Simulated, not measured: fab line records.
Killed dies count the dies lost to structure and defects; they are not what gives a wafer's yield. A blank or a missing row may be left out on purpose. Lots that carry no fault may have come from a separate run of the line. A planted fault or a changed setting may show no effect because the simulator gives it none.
The tool behind it: which one? || flow nandHarc || 11 lots with 33 wafers sampled at 5 steps, on a route of 1302 steps

== WHAT EACH GAUGE READ, for each wafer ==
NHARC_END_SORT_01.
{"lot": "L577", "measured": "day 24 15:04", "on": "prober-02", "killedAtArray": "51 86 83", "killedAtOther": "0 0 0", "killedAtPeriphery": "1 2 2", "killedDies": "52 88 85", "killedOpen": "4 5 3", "killedShort": "1 4 0"}

== WHAT TOOL EACH LOT RAN ON (gives the tool, then ch and the chambers of the sampled wafers, and finally the start) ==
{"lot": "L577", "NHARC_A_STAIRCASE_STRIP_205": "plasmaAsher-02 ch 0,1, day 15 23:56", "NHARC_A_STAIRCASE_TRIM_226": "rieDiel-01 ch 1,2,3, day 16 02:14", "NHARC_A_STAIRCASE_TRIM_229": "rieDiel-07 ch 0,1,2, day 16 02:35", "NHARC_A_STAIRCASE_TRIM_231": "rieDiel-07 ch 0,1,2, day 24 15:04 or earlier"}
{"lot": "L580", "NHARC_A_STAIRCASE_STRIP_205": "plasmaAsher-02 ch 0,1, day 16 18:55", "NHARC_A_STAIRCASE_TRIM_226": "rieDiel-04 ch 0,2, day 16 21:22", "NHARC_A_STAIRCASE_TRIM_229": "rieDiel-04 ch 0,3, day 16 21:43", "NHARC_A_STAIRCASE_TRIM_231": "rieDiel-04 ch 0,2, no start"}
{"lot": "L586", "NHARC_A_STAIRCASE_STRIP_205": "plasmaAsher-02 ch 1, day 20 00:37", "NHARC_A_STAIRCASE_TRIM_226": "rieDiel-07 ch 1,2, day 20 02:46", "NHARC_A_STAIRCASE_TRIM_229": "rieDiel-01 ch 0,1, day 20 03:05", "NHARC_A_STAIRCASE_TRIM_231": "rieDiel-01 ch 0,2,3, no start"}
{"lot": "L585", "NHARC_A_STAIRCASE_STRIP_205": "plasmaAsher-02 ch 1, day 20 07:55", "NHARC_A_STAIRCASE_TRIM_226": "rieDiel-01 ch 1,2,3, day 20 10:15", "NHARC_A_STAIRCASE_TRIM_229": "rieDiel-04 ch 0,2,3, day 20 10:35", "NHARC_A_STAIRCASE_TRIM_231": "rieDiel-04 ch 1,2, no start"}
{"lot": "L587", "NHARC_A_STAIRCASE_STRIP_205": "plasmaAsher-01 ch 0,1, day 20 14:21", "NHARC_A_STAIRCASE_TRIM_226": "rieDiel-01 ch 0,1,3, day 20 16:38", "NHARC_A_STAIRCASE_TRIM_229": "rieDiel-01 ch 0,2,3, day 20 16:58", "NHARC_A_STAIRCASE_TRIM_231": "rieDiel-01 ch 1,2,3, no start"}
{"lot": "L594", "NHARC_A_STAIRCASE_STRIP_205": "plasmaAsher-02 ch 0,1, day 22 23:51", "NHARC_A_STAIRCASE_TRIM_226": "rieDiel-04 ch 0,3, day 23 04:56", "NHARC_A_STAIRCASE_TRIM_229": "rieDiel-07 ch 0,1,3, day 23 05:19", "NHARC_A_STAIRCASE_TRIM_231": "rieDiel-07 ch 1,2, no start"}
{"lot": "L595", "NHARC_A_STAIRCASE_STRIP_205": "plasmaAsher-01 ch 0,1, day 23 22:24", "NHARC_A_STAIRCASE_TRIM_226": "rieDiel-01 ch 2,3, day 24 00:39", "NHARC_A_STAIRCASE_TRIM_229": "rieDiel-04 ch 0,1, day 24 01:01", "NHARC_A_STAIRCASE_TRIM_231": "rieDiel-04 ch 0,1, no start"}
{"lot": "L597", "NHARC_A_STAIRCASE_STRIP_205": "plasmaAsher-01 ch 0,1, day 24 23:26", "NHARC_A_STAIRCASE_TRIM_226": "rieDiel-07 ch 0,2,3, day 25 01:45", "NHARC_A_STAIRCASE_TRIM_229": "rieDiel-07 ch 0,1,2, day 25 02:05", "NHARC_A_STAIRCASE_TRIM_231": "rieDiel-07 ch 1,2,3, no start"}
{"lot": "L599", "NHARC_A_STAIRCASE_STRIP_205": "plasmaAsher-01 ch 0, day 24 23:44", "NHARC_A_STAIRCASE_TRIM_226": "rieDiel-04 ch 0,3, day 25 02:06", "NHARC_A_STAIRCASE_TRIM_229": "rieDiel-04 ch 0,2,3, day 25 02:27", "NHARC_A_STAIRCASE_TRIM_231": "rieDiel-04 ch 0,3, no start"}
{"lot": "L596", "NHARC_A_STAIRCASE_STRIP_205": "plasmaAsher-01 ch 0,1, day 25 02:56", "NHARC_A_STAIRCASE_TRIM_226": "rieDiel-01 ch 1,2,3, day 25 05:19", "NHARC_A_STAIRCASE_TRIM_229": "rieDiel-01 ch 0,1,3, day 25 05:40", "NHARC_A_STAIRCASE_TRIM_231": "rieDiel-01 ch 0,2,3, no start"}
{"lot": "L600", "NHARC_A_STAIRCASE_STRIP_205": "plasmaAsher-01 ch 0,1, day 25 12:38", "NHARC_A_STAIRCASE_TRIM_226": "rieDiel-07 ch 1,2, day 25 15:14", "NHARC_A_STAIRCASE_TRIM_229": "rieDiel-04 ch 0,3, day 25 15:37", "NHARC_A_STAIRCASE_TRIM_231": "rieDiel-04 ch 0,1, no start"}
- NHARC_A_STAIRCASE_STRIP_205: strips in O2.
- NHARC_A_STAIRCASE_TRIM_226: chemistry O2, time 211.2 s.
- NHARC_A_STAIRCASE_TRIM_229: chemistry O2, time 211.2 s.
- NHARC_A_STAIRCASE_TRIM_231: chemistry O2, time 211.2 s.

== AS READ BY THE TOOLS THEMSELVES (means over the sampled wafers that have a number; for cases with no such wafer, the mark the record gives instead) ==
NHARC_A_STAIRCASE_STRIP_205.
{"lot": "L577", "tool": "plasmaAsher-02", "drypumpMotorCurrentA (A)": 5.70, "heaterPowerW (W)": 389}
{"lot": "L580", "tool": "plasmaAsher-02", "drypumpMotorCurrentA (A)": 5.70, "heaterPowerW (W)": 393}
{"lot": "L586", "tool": "plasmaAsher-02", "drypumpMotorCurrentA (A)": 5.63, "heaterPowerW (W)": 402}
{"lot": "L585", "tool": "plasmaAsher-02", "drypumpMotorCurrentA (A)": 5.67, "heaterPowerW (W)": 410}
{"lot": "L587", "tool": "plasmaAsher-01", "drypumpMotorCurrentA (A)": 5.51, "heaterPowerW (W)": 324}
{"lot": "L594", "tool": "plasmaAsher-02", "drypumpMotorCurrentA (A)": 5.69, "heaterPowerW (W)": 402}
{"lot": "L595", "tool": "plasmaAsher-01", "drypumpMotorCurrentA (A)": 5.47, "heaterPowerW (W)": 326}
{"lot": "L597", "tool": "plasmaAsher-01", "drypumpMotorCurrentA (A)": 5.47, "heaterPowerW (W)": 322}
{"lot": "L599", "tool": "plasmaAsher-01", "drypumpMotorCurrentA (A)": 5.42, "heaterPowerW (W)": 314}
{"lot": "L596", "tool": "plasmaAsher-01", "drypumpMotorCurrentA (A)": 5.53, "heaterPowerW (W)": 328}
{"lot": "L600", "tool": "plasmaAsher-01", "drypumpMotorCurrentA (A)": 5.47, "heaterPowerW (W)": 322}

NHARC_A_STAIRCASE_TRIM_226.
{"lot": "L577", "tool": "rieDiel-01", "drypumpMotorCurrentA (A)": 5.1, "oesProductAu (a.u.)": 0.990, "rfVppV (V)": 57.6, "runLengthS (s)": 232.2, "showerheadPlenumPTorr (Torr)": 3.50, "throttleValvePct (%)": 17.040}
{"lot": "L580", "tool": "rieDiel-04", "drypumpMotorCurrentA (A)": 5.4, "oesProductAu (a.u.)": 1.001, "rfVppV (V)": 57.5, "runLengthS (s)": 232.7, "showerheadPlenumPTorr (Torr)": 3.41, "throttleValvePct (%)": 17.031}
{"lot": "L586", "tool": "rieDiel-07", "drypumpMotorCurrentA (A)": 6.4, "oesProductAu (a.u.)": 1.010, "rfVppV (V)": 57.3, "runLengthS (s)": 232.2, "showerheadPlenumPTorr (Torr)": 3.56, "throttleValvePct (%)": 17.033}
{"lot": "L585", "tool": "rieDiel-01", "drypumpMotorCurrentA (A)": 5.1, "oesProductAu (a.u.)": 0.995, "rfVppV (V)": 58.5, "runLengthS (s)": 232.1, "showerheadPlenumPTorr (Torr)": 3.66, "throttleValvePct (%)": 17.036}
{"lot": "L587", "tool": "rieDiel-01", "drypumpMotorCurrentA (A)": 5.3, "oesProductAu (a.u.)": 0.999, "rfVppV (V)": 58.1, "runLengthS (s)": 231.9, "showerheadPlenumPTorr (Torr)": 3.62, "throttleValvePct (%)": 17.040}
{"lot": "L594", "tool": "rieDiel-04", "drypumpMotorCurrentA (A)": 5.7, "oesProductAu (a.u.)": 1.003, "rfVppV (V)": 57.3, "runLengthS (s)": 232.6, "showerheadPlenumPTorr (Torr)": 3.38, "throttleValvePct (%)": 17.041}
{"lot": "L595", "tool": "rieDiel-01", "drypumpMotorCurrentA (A)": 5.1, "oesProductAu (a.u.)": 0.995, "rfVppV (V)": 58.0, "runLengthS (s)": 216.3, "showerheadPlenumPTorr (Torr)": 3.56, "throttleValvePct (%)": 17.033}
{"lot": "L597", "tool": "rieDiel-07", "drypumpMotorCurrentA (A)": 6.1, "oesProductAu (a.u.)": 1.009, "rfVppV (V)": 57.7, "runLengthS (s)": 232.8, "showerheadPlenumPTorr (Torr)": 3.51, "throttleValvePct (%)": 17.036}
{"lot": "L599", "tool": "rieDiel-04", "drypumpMotorCurrentA (A)": 5.8, "oesProductAu (a.u.)": 1.003, "rfVppV (V)": 58.1, "runLengthS (s)": 232.4, "showerheadPlenumPTorr (Torr)": 3.38, "throttleValvePct (%)": 17.027}
{"lot": "L596", "tool": "rieDiel-01", "drypumpMotorCurrentA (A)": 5.1, "oesProductAu (a.u.)": 0.993, "rfVppV (V)": 57.9, "runLengthS (s)": 216.3, "showerheadPlenumPTorr (Torr)": 3.64, "throttleValvePct (%)": 17.031}
{"lot": "L600", "tool": "rieDiel-07", "drypumpMotorCurrentA (A)": 6.0, "oesProductAu (a.u.)": 1.003, "rfVppV (V)": 57.6, "runLengthS (s)": 232.0, "showerheadPlenumPTorr (Torr)": 3.52, "throttleValvePct (%)": 17.036}

NHARC_A_STAIRCASE_TRIM_229.
{"lot": "L577", "tool": "rieDiel-07", "drypumpMotorCurrentA (A)": 6.2, "oesProductAu (a.u.)": 1.004, "rfVppV (V)": 58.1, "runLengthS (s)": 232.4, "showerheadPlenumPTorr (Torr)": 3.53, "throttleValvePct (%)": 17.039}
{"lot": "L580", "tool": "rieDiel-04", "drypumpMotorCurrentA (A)": 5.8, "oesProductAu (a.u.)": 1.000, "rfVppV (V)": 57.4, "runLengthS (s)": 232.4, "showerheadPlenumPTorr (Torr)": 3.41, "throttleValvePct (%)": 17.028}
{"lot": "L586", "tool": "rieDiel-01", "drypumpMotorCurrentA (A)": 5.5, "oesProductAu (a.u.)": 0.991, "rfVppV (V)": 57.3, "runLengthS (s)": 232.3, "showerheadPlenumPTorr (Torr)": 3.54, "throttleValvePct (%)": 17.045}
{"lot": "L585", "tool": "rieDiel-04", "drypumpMotorCurrentA (A)": 5.7, "oesProductAu (a.u.)": 1.003, "rfVppV (V)": 57.1, "runLengthS (s)": 232.4, "showerheadPlenumPTorr (Torr)": 3.38, "throttleValvePct (%)": 17.040}
{"lot": "L587", "tool": "rieDiel-01", "drypumpMotorCurrentA (A)": 5.3, "oesProductAu (a.u.)": 1.002, "rfVppV (V)": 57.9, "runLengthS (s)": 232.4, "showerheadPlenumPTorr (Torr)": 3.54, "throttleValvePct (%)": 17.034}
{"lot": "L594", "tool": "rieDiel-07", "drypumpMotorCurrentA (A)": 5.8, "oesProductAu (a.u.)": 1.002, "rfVppV (V)": 58.4, "runLengthS (s)": 232.4, "showerheadPlenumPTorr (Torr)": 3.50, "throttleValvePct (%)": 17.041}
{"lot": "L595", "tool": "rieDiel-04", "drypumpMotorCurrentA (A)": 5.6, "oesProductAu (a.u.)": 1.000, "rfVppV (V)": 57.9, "runLengthS (s)": 232.6, "showerheadPlenumPTorr (Torr)": 3.47, "throttleValvePct (%)": 17.041}
{"lot": "L597", "tool": "rieDiel-07", "drypumpMotorCurrentA (A)": 6.2, "oesProductAu (a.u.)": 1.001, "rfVppV (V)": 58.4, "runLengthS (s)": 232.3, "showerheadPlenumPTorr (Torr)": 3.49, "throttleValvePct (%)": 17.033}
{"lot": "L599", "tool": "rieDiel-04", "drypumpMotorCurrentA (A)": 5.7, "oesProductAu (a.u.)": 1.004, "rfVppV (V)": 58.0, "runLengthS (s)": 232.3, "showerheadPlenumPTorr (Torr)": 3.36, "throttleValvePct (%)": 17.022}
{"lot": "L596", "tool": "rieDiel-01", "drypumpMotorCurrentA (A)": 5.3, "oesProductAu (a.u.)": 0.997, "rfVppV (V)": 57.7, "runLengthS (s)": 232.1, "showerheadPlenumPTorr (Torr)": 3.60, "throttleValvePct (%)": 17.029}
{"lot": "L600", "tool": "rieDiel-04", "drypumpMotorCurrentA (A)": 6.0, "oesProductAu (a.u.)": 1.005, "rfVppV (V)": 57.4, "runLengthS (s)": 232.3, "showerheadPlenumPTorr (Torr)": 3.34, "throttleValvePct (%)": 17.029}

NHARC_A_STAIRCASE_TRIM_231.
{"lot": "L577", "tool": "rieDiel-07", "drypumpMotorCurrentA (A)": 6.2, "oesProductAu (a.u.)": 1.009, "rfVppV (V)": 57.9, "runLengthS (s)": 232.3, "showerheadPlenumPTorr (Torr)": 3.53, "throttleValvePct (%)": 17.033}
{"lot": "L580", "tool": "rieDiel-04", "drypumpMotorCurrentA (A)": 5.5, "oesProductAu (a.u.)": 1.003, "rfVppV (V)": 57.6, "runLengthS (s)": 232.6, "showerheadPlenumPTorr (Torr)": 3.43, "throttleValvePct (%)": 17.035}
{"lot": "L586", "tool": "rieDiel-01", "drypumpMotorCurrentA (A)": 5.3, "oesProductAu (a.u.)": 0.991, "rfVppV (V)": 57.9, "runLengthS (s)": 232.4, "showerheadPlenumPTorr (Torr)": 3.54, "throttleValvePct (%)": 17.036}
{"lot": "L585", "tool": "rieDiel-04", "drypumpMotorCurrentA (A)": 5.4, "oesProductAu (a.u.)": 1.012, "rfVppV (V)": 57.8, "runLengthS (s)": 232.9, "showerheadPlenumPTorr (Torr)": 3.42, "throttleValvePct (%)": 17.032}
{"lot": "L587", "tool": "rieDiel-01", "drypumpMotorCurrentA (A)": 5.1, "oesProductAu (a.u.)": 1.005, "rfVppV (V)": 58.2, "runLengthS (s)": 232.0, "showerheadPlenumPTorr (Torr)": 3.66, "throttleValvePct (%)": 17.025}
{"lot": "L594", "tool": "rieDiel-07", "drypumpMotorCurrentA (A)": 6.4, "oesProductAu (a.u.)": 1.012, "rfVppV (V)": 57.9, "runLengthS (s)": 232.4, "showerheadPlenumPTorr (Torr)": 3.55, "throttleValvePct (%)": 17.039}
{"lot": "L595", "tool": "rieDiel-04", "drypumpMotorCurrentA (A)": 5.6, "oesProductAu (a.u.)": 1.005, "rfVppV (V)": 57.6, "runLengthS (s)": 232.5, "showerheadPlenumPTorr (Torr)": 3.45, "throttleValvePct (%)": 17.032}
{"lot": "L597", "tool": "rieDiel-07", "drypumpMotorCurrentA (A)": 5.9, "oesProductAu (a.u.)": 1.013, "rfVppV (V)": 58.1, "runLengthS (s)": 232.2, "showerheadPlenumPTorr (Torr)": 3.54, "throttleValvePct (%)": 17.037}
{"lot": "L599", "tool": "rieDiel-04", "drypumpMotorCurrentA (A)": 6.0, "oesProductAu (a.u.)": 1.003, "rfVppV (V)": 57.2, "runLengthS (s)": 232.3, "showerheadPlenumPTorr (Torr)": 3.35, "throttleValvePct (%)": 17.025}
{"lot": "L596", "tool": "rieDiel-01", "drypumpMotorCurrentA (A)": 5.3, "oesProductAu (a.u.)": 0.996, "rfVppV (V)": 58.0, "runLengthS (s)": 232.2, "showerheadPlenumPTorr (Torr)": 3.51, "throttleValvePct (%)": 17.037}
{"lot": "L600", "tool": "rieDiel-04", "drypumpMotorCurrentA (A)": 5.6, "oesProductAu (a.u.)": 1.008, "rfVppV (V)": 57.4, "runLengthS (s)": 232.5, "showerheadPlenumPTorr (Torr)": 3.44, "throttleValvePct (%)": 17.039}

== THE ANSWER, worked out from the rows above alone ==
Rule: the usual values come from the lots themselves. Put in order of their means at a reading, lots are off if they are a third of the lots or fewer, leave a main group of 4 or more, and stand apart from it by a gap of 3 or more times the standard deviation of the main group's means; of several such gaps the widest counts. Not used: any main group whose means are identical at the precision the tables above print for the reading. Also off: a lot with no number at a reading for which 4 or more lots have one. Any other lot the step has rows for is counted as sound. The gauges are gone through in route order, then the tools' own readings, and for those a lot's mean is taken as printed above. At the first step where some lot is off, the reading lying furthest off is the one used; lots without a number count as furthest.
Off, at NHARC_A_STAIRCASE_TRIM_226 on runLengthS: L595, L596. The main group has a mean of 232.3 s with a standard deviation of 0.3.
If a tool, at that step or one of the process steps before it, ran each lot that is off and ran no sound lot following the first of them, it fits. One fits: rieDiel-01 at NHARC_A_STAIRCASE_TRIM_226. Its last sound lot is L587 (day 20 16:38), its first lot that is off L595 (day 24 00:39): a fault that began between those two fits.
The tool's own readings at NHARC_A_STAIRCASE_TRIM_226 bear it out: on the lots that are off they differ by more than 5 times the standard deviation of the sound lots' means. runLengthS reads 216.3 s there against 232.3 s on the sound lots.

== WHAT THE SIMULATOR PUT IN ==
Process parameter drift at NHARC_A_STAIRCASE_TRIM_226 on rieDiel-01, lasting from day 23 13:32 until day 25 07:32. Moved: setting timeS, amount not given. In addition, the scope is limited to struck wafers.
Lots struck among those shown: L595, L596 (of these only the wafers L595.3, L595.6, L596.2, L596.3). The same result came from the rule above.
